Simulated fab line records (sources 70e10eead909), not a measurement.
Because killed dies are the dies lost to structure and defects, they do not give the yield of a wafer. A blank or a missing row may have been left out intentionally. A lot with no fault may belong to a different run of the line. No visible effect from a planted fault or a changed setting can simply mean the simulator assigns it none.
Which tool was responsible?	flow nand_harc	Sampling: 23 lots, 69 wafers, 5 of 1159 route steps

== WHAT THE GAUGES SHOWED, per wafer ==
NHARC_A_SGD_CUT_OVL_MEAS_10.
lot	measured	on	overlay_x_nm (nm)	overlay_y_nm (nm)
L074	day 13 03:50	overlay-02	-1.1 -0.7 -0.9	0.2 -0.3 0.1
L076	day 14 08:12	overlay-02	1.0 1.0 0.6	-1.6 -1.5 -1.5
L075	day 14 08:37	overlay-02	-0.4 -0.4 -0.1	1.1 0.5 1.4
L077	day 14 08:46	overlay-01	-0.2 -0.6 0.2	-0.3 -0.3 0.1
L078	day 14 20:57	overlay-02	0.5 0.2 0.3	-0.2 -0.2 0.0
L079	day 14 21:17	overlay-01	-0.4 0.1 0.0	-0.8 0.0 0.1
L081	day 15 15:08	overlay-02	0.0 -0.4 -1.0	0.4 0.2 0.3
L080	day 15 14:56	overlay-01	0.1 0.6 0.1	0.0 -0.1 -0.2
L082	day 16 10:18	overlay-01	0.5 0.8 0.4	-1.1 -1.3 -1.5
L083	day 16 10:35	overlay-01	1.6 1.5 1.4	0.1 0.4 0.3
L084	day 16 09:18	overlay-02	0.7 0.7 0.6	-0.1 0.2 -0.3
L085	day 16 18:43	overlay-02	0.3 0.6 -0.4	0.1 0.5 0.0
L088	day 17 06:44	overlay-02	-0.6 -0.1 -0.3	-1.6 -2.1 -1.8
L087	day 17 06:55	overlay-02	-0.4 -0.7 -1.2	1.8 1.0 1.7
L086	day 17 06:24	overlay-01	-0.4 -0.1 -0.5	-0.5 -0.2 -0.2
L092	day 17 18:00	overlay-02	-2.1 -2.0 -2.4	-1.3 -1.1 -1.4
L090	day 17 17:28	overlay-02	-0.2 -0.5 -0.2	-1.6 -1.4 -1.6
L089	day 17 17:51	overlay-02	-0.4 -0.6 -0.2	-1.1 -1.4 -0.6
L093	day 18 23:17	overlay-02	1.1 1.1 0.8	1.0 0.5 1.1
L094	day 19 00:40	overlay-02	1.1 1.1 0.9	1.0 0.4 0.7
L095	day 18 23:41	overlay-01	0.7 0.5 0.6	0.8 0.4 0.1
L097	day 19 12:08	overlay-02	1.0 0.5 0.8	0.6 0.4 0.8
L096	day 19 20:47	overlay-02	1.0 1.0 0.7	1.5 1.2 1.0

== WHAT TOOL EACH LOT RAN ON (gives the tool, then ch and the chambers of the sampled wafers, and finally the start) ==
lot	NHARC_A_STAIRCASE_HM_OPEN_460	NHARC_A_STAIRCASE_STRIP_476	NHARC_A_STAIRCASE_STRIP_446	NHARC_A_STAIRCASE_STRIP_475
L074	rie_diel-10 ch 0,2, day 11 09:21 or earlier	rie_diel-09 ch 0,1,2, day 11 09:21	plasma_asher-02 ch 0,1, day 13 00:07	rie_diel-01 ch 0,2,3, day 13 03:50 or earlier
L076	rie_diel-10 ch 0,1, day 12 09:05 or earlier	rie_diel-10 ch 2,3, day 12 09:05	plasma_asher-02 ch 1, day 14 04:41	rie_diel-10 ch 0,2,3, day 14 08:12 or earlier
L075	rie_diel-10 ch 2,3, day 12 10:25 or earlier	rie_diel-01 ch 0,1,2, day 12 10:25	plasma_asher-01 ch 0, day 14 04:46	rie_diel-10 ch 0,1,3, day 14 08:37 or earlier
L077	rie_diel-01 ch 0,2,3, day 12 13:32 or earlier	rie_diel-09 ch 0,1,2, day 12 13:32	plasma_asher-02 ch 0,1, day 14 05:02	rie_diel-09 ch 0,1, day 14 08:46 or earlier
L078	rie_diel-01 ch 0,1,3, day 13 02:37 or earlier	rie_diel-09 ch 2,3, day 13 02:37	plasma_asher-02 ch 0,1, day 14 17:29	rie_diel-10 ch 1,2,3, day 14 20:57 or earlier
L079	rie_diel-10 ch 0,2,3, day 13 04:19 or earlier	rie_diel-01 ch 0,2,3, day 13 04:19	plasma_asher-01 ch 0,1, day 14 17:47	rie_diel-01 ch 0,2,3, day 14 21:17 or earlier
L081	rie_diel-01 ch 0,1,2, day 13 18:55 or earlier	rie_diel-01 ch 1,2,3, day 13 18:55	plasma_asher-02 ch 0,1, day 15 11:39	rie_diel-10 ch 2,3, day 15 15:08 or earlier
L080	rie_diel-09 ch 0,1, day 13 21:16 or earlier	rie_diel-01 ch 0,1,2, day 13 21:16	plasma_asher-01 ch 0,1, day 15 11:27	rie_diel-09 ch 1,3, day 15 14:56 or earlier
L082	rie_diel-01 ch 0,1, day 14 09:05 or earlier	rie_diel-10 ch 0,1,2, day 14 09:05	plasma_asher-01 ch 0,1, day 16 06:35	rie_diel-10 ch 0,1,3, day 16 10:18 or earlier
L083	rie_diel-10 ch 0,1,3, day 14 15:04 or earlier	rie_diel-01 ch 0,1,2, day 14 15:04	plasma_asher-01 ch 0,1, day 16 07:17	rie_diel-10 ch 0,3, day 16 10:35 or earlier
L084	rie_diel-09 ch 0,2,3, day 14 15:11 or earlier	rie_diel-01 ch 0,2,3, day 14 15:11	plasma_asher-01 ch 0,1, day 16 05:34	rie_diel-10 ch 0,1,3, day 16 09:18 or earlier
L085	rie_diel-09 ch 1,2,3, day 15 02:47 or earlier	rie_diel-09 ch 0,1,2, day 15 02:47	plasma_asher-02 ch 0,1, day 16 15:14	rie_diel-01 ch 1,2,3, day 16 18:43 or earlier
L088	rie_diel-10 ch 0,1,3, day 15 11:07 or earlier	rie_diel-01 ch 0,1,2, day 15 11:07	plasma_asher-02 ch 0, day 17 03:04	rie_diel-09 ch 2,3, day 17 06:44 or earlier
L087	rie_diel-10 ch 0,1,2, day 15 12:40 or earlier	rie_diel-09 ch 1,2,3, day 15 12:40	plasma_asher-01 ch 0,1, day 17 03:20	rie_diel-01 ch 1,2,3, day 17 06:55 or earlier
L086	rie_diel-09 ch 0,1,3, day 15 14:50 or earlier	rie_diel-10 ch 1,3, day 15 14:50	plasma_asher-01 ch 0, day 17 03:02	rie_diel-01 ch 0,1, day 17 06:24 or earlier
L092	rie_diel-01 ch 1,2,3, day 15 23:16 or earlier	rie_diel-09 ch 0,1,3, day 15 23:16	plasma_asher-01 ch 0,1, day 17 14:13	rie_diel-01 ch 0,1,2, day 17 18:00 or earlier
L090	rie_diel-01 ch 0,1,2, day 16 03:31 or earlier	rie_diel-10 ch 0,2,3, day 16 03:31	plasma_asher-02 ch 0,1, day 17 13:58	rie_diel-09 ch 0,1, day 17 17:28 or earlier
L089	rie_diel-09 ch 0,2,3, day 16 03:40 or earlier	rie_diel-10 ch 0,1,3, day 16 03:40	plasma_asher-02 ch 0,1, day 17 14:18	rie_diel-10 ch 0,3, day 17 17:51 or earlier
L093	rie_diel-01 ch 1,2, day 17 02:26 or earlier	rie_diel-01 ch 0,2,3, day 17 02:26	plasma_asher-01 ch 0,1, day 18 19:52	rie_diel-10 ch 0,1, day 18 23:17 or earlier
L094	rie_diel-10 ch 0,1,2, day 17 02:19 or earlier	rie_diel-10 ch 0,1,3, day 17 02:19	plasma_asher-01 ch 0,1, day 18 21:15	rie_diel-01 ch 1,2, day 18 23:11
L095	rie_diel-10 ch 1,2,3, day 17 03:17 or earlier	rie_diel-09 ch 0,2,3, day 17 03:17	plasma_asher-01 ch 0,1, day 18 20:21	rie_diel-10 ch 0,2,3, day 18 23:41 or earlier
L097	rie_diel-01 ch 0,2,3, day 17 13:23 or earlier	rie_diel-09 ch 0,1,2, day 17 13:23	plasma_asher-02 ch 0,1, day 19 08:23	rie_diel-09 ch 2,3, day 19 12:08 or earlier
L096	rie_diel-01 ch 0,1,2, day 18 01:38 or earlier	rie_diel-01 ch 1,2,3, day 18 01:38	plasma_asher-02 ch 0,1, day 19 17:14	rie_diel-09 ch 0,1, day 19 20:47 or earlier
- NHARC_A_STAIRCASE_HM_OPEN_460: chemistry O2/COS.
- NHARC_A_STAIRCASE_STRIP_476: strips in O2, time 20 s.
- NHARC_A_STAIRCASE_STRIP_446: strips in O2.
- NHARC_A_STAIRCASE_STRIP_475: strips in O2, time 20 s.

== AS READ BY THE TOOLS THEMSELVES (means over the sampled wafers that have a number; for cases with no such wafer, the mark the record gives instead) ==
NHARC_A_STAIRCASE_HM_OPEN_460.
lot	tool	drypump_motor_current_A (A)	oes_product_au (a.u.)	rf_vpp_V (V)	showerhead_plenum_p_Torr (Torr)	throttle_valve_pct (%)
L074	rie_diel-10	6.2	0.991	468.0	3.18	28.324
L076	rie_diel-10	6.0	0.981	466.7	3.12	28.334
L075	rie_diel-10	5.5	1.000	471.9	3.35	28.330
L077	rie_diel-01	5.7	0.995	467.3	3.13	28.334
L078	rie_diel-01	5.5	1.004	469.3	3.23	28.323
L079	rie_diel-10	5.9	0.982	470.8	3.26	28.332
L081	rie_diel-01	5.8	1.010	467.5	3.12	28.323
L080	rie_diel-09	5.8	0.988	468.2	3.16	28.322
L082	rie_diel-01	5.4	1.013	469.5	3.23	28.339
L083	rie_diel-10	5.6	0.988	468.5	3.19	28.330
L084	rie_diel-09	5.6	0.996	470.1	3.26	28.336
L085	rie_diel-09	5.5	0.999	471.0	3.25	28.331
L088	rie_diel-10	5.6	0.982	468.0	3.19	28.327
L087	rie_diel-10	6.2	0.983	468.6	3.19	28.342
L086	rie_diel-09	5.6	0.987	468.4	3.20	28.335
L092	rie_diel-01	5.9	0.989	466.4	3.11	28.336
L090	rie_diel-01	5.7	0.993	467.4	3.11	28.328
L089	rie_diel-09	5.6	0.989	470.0	3.26	28.325
L093	rie_diel-01	6.1	0.985	464.5	3.00	28.332
L094	rie_diel-10	6.2	1.013	467.7	3.19	28.339
L095	rie_diel-10	5.8	1.000	470.5	3.27	28.328
L097	rie_diel-01	5.7	1.006	466.5	3.11	28.328
L096	rie_diel-01	5.7	0.997	467.7	3.10	28.328

NHARC_A_STAIRCASE_STRIP_476.
lot	tool	drypump_motor_current_A (A)	oes_product_au (a.u.)	rf_vpp_V (V)	showerhead_plenum_p_Torr (Torr)	throttle_valve_pct (%)
L074	rie_diel-09	5.8	1.001	57.7	3.65	17.042
L076	rie_diel-10	6.1	0.994	58.1	3.79	17.042
L075	rie_diel-01	5.7	1.001	58.0	3.53	17.034
L077	rie_diel-09	5.8	0.984	57.8	3.65	17.045
L078	rie_diel-09	5.3	1.011	57.8	3.72	17.041
L079	rie_diel-01	5.7	0.998	58.4	3.54	17.037
L081	rie_diel-01	5.9	0.993	58.5	3.52	17.045
L080	rie_diel-01	5.7	1.009	58.5	3.53	17.035
L082	rie_diel-10	6.2	0.997	58.9	3.61	17.042
L083	rie_diel-01	5.8	0.995	57.2	3.52	17.036
L084	rie_diel-01	5.7	1.004	57.6	3.53	17.034
L085	rie_diel-09	5.9	0.985	57.3	3.64	17.035
L088	rie_diel-01	5.8	0.996	58.2	3.52	17.035
L087	rie_diel-09	5.5	0.996	57.8	3.67	17.040
L086	rie_diel-10	5.3	0.985	57.4	3.70	17.037
L092	rie_diel-09	5.6	0.990	58.7	3.61	17.038
L090	rie_diel-10	5.9	0.990	58.1	3.67	17.037
L089	rie_diel-10	5.6	1.002	58.0	3.60	17.037
L093	rie_diel-01	5.7	1.006	58.3	3.52	17.043
L094	rie_diel-10	5.6	1.002	58.2	3.59	17.032
L095	rie_diel-09	5.6	1.000	58.7	3.67	17.032
L097	rie_diel-09	5.9	0.995	58.4	3.62	17.034
L096	rie_diel-01	5.9	0.995	58.7	3.50	17.034

NHARC_A_STAIRCASE_STRIP_446.
lot	tool	drypump_motor_current_A (A)	heater_power_w (W)
L074	plasma_asher-02	5.4	324
L076	plasma_asher-02	5.7	286
L075	plasma_asher-01	5.4	353
L077	plasma_asher-02	5.5	308
L078	plasma_asher-02	5.4	326
L079	plasma_asher-01	5.9	327
L081	plasma_asher-02	5.4	326
L080	plasma_asher-01	5.6	337
L082	plasma_asher-01	5.9	325
L083	plasma_asher-01	5.8	335
L084	plasma_asher-01	5.6	338
L085	plasma_asher-02	5.4	307
L088	plasma_asher-02	5.3	312
L087	plasma_asher-01	5.6	337
L086	plasma_asher-01	5.3	348
L092	plasma_asher-01	5.9	327
L090	plasma_asher-02	5.4	310
L089	plasma_asher-02	5.6	303
L093	plasma_asher-01	5.9	323
L094	plasma_asher-01	5.6	335
L095	plasma_asher-01	5.6	335
L097	plasma_asher-02	5.5	300
L096	plasma_asher-02	5.5	300

NHARC_A_STAIRCASE_STRIP_475.
lot	tool	drypump_motor_current_A (A)	oes_product_au (a.u.)	rf_vpp_V (V)	showerhead_plenum_p_Torr (Torr)	throttle_valve_pct (%)
L074	rie_diel-01	5.7	0.993	58.1	3.54	17.035
L076	rie_diel-10	5.9	0.986	57.8	3.68	17.040
L075	rie_diel-10	5.6	0.991	57.5	3.61	17.030
L077	rie_diel-09	5.9	0.988	58.7	3.58	17.023
L078	rie_diel-10	5.8	0.990	59.1	3.70	17.042
L079	rie_diel-01	5.7	1.007	57.9	3.53	17.038
L081	rie_diel-10	6.1	0.994	58.3	3.77	17.036
L080	rie_diel-09	5.6	0.995	58.4	3.59	17.034
L082	rie_diel-10	5.6	0.999	58.9	3.60	17.045
L083	rie_diel-10	5.3	0.999	58.1	3.67	17.036
L084	rie_diel-10	5.6	1.002	57.6	3.60	17.035
L085	rie_diel-01	5.9	0.996	58.1	3.51	17.038
L088	rie_diel-09	5.5	1.003	58.5	3.73	17.032
L087	rie_diel-01	5.9	0.990	58.4	3.51	17.042
L086	rie_diel-01	5.5	0.996	57.5	3.62	17.042
L092	rie_diel-01	5.7	0.991	57.4	3.51	17.043
L090	rie_diel-09	5.9	0.982	57.5	3.57	17.034
L089	rie_diel-10	5.7	0.999	59.0	3.57	17.039
L093	rie_diel-10	6.0	1.002	57.4	3.49	17.036
L094	rie_diel-01	6.0	0.992	57.4	3.49	17.032
L095	rie_diel-10	5.9	0.991	57.2	3.66	17.045
L097	rie_diel-09	5.3	0.998	58.3	3.69	17.047
L096	rie_diel-09	5.8	0.985	58.6	3.55	17.036

== THE ANSWER, worked out from the rows above alone ==
Rule: the lots themselves supply what counts as usual. The widest of any qualifying gaps counts: lots, ordered by their means at a reading, are off when they make up no more than a third of the lots, leave a main group of 4 or more, and stand apart from it by 3 or more times the standard deviation of that group's means. Not used: any main group whose means are identical at the precision the tables above print for the reading. A lot without any number at a reading at which 4 lots or more have one is off too. All remaining lots with rows at the step are treated as sound. Order of review: gauges by route order, followed by the tools' own readings, for which a lot's mean as printed above is used. The first step at which some lot is off is used, and at that step the reading that is off furthest; a lot without a number counts as furthest.
No lot is off at any reading shown: from this, nothing can be told.

== WHAT THE SIMULATOR HAD PUT IN ==
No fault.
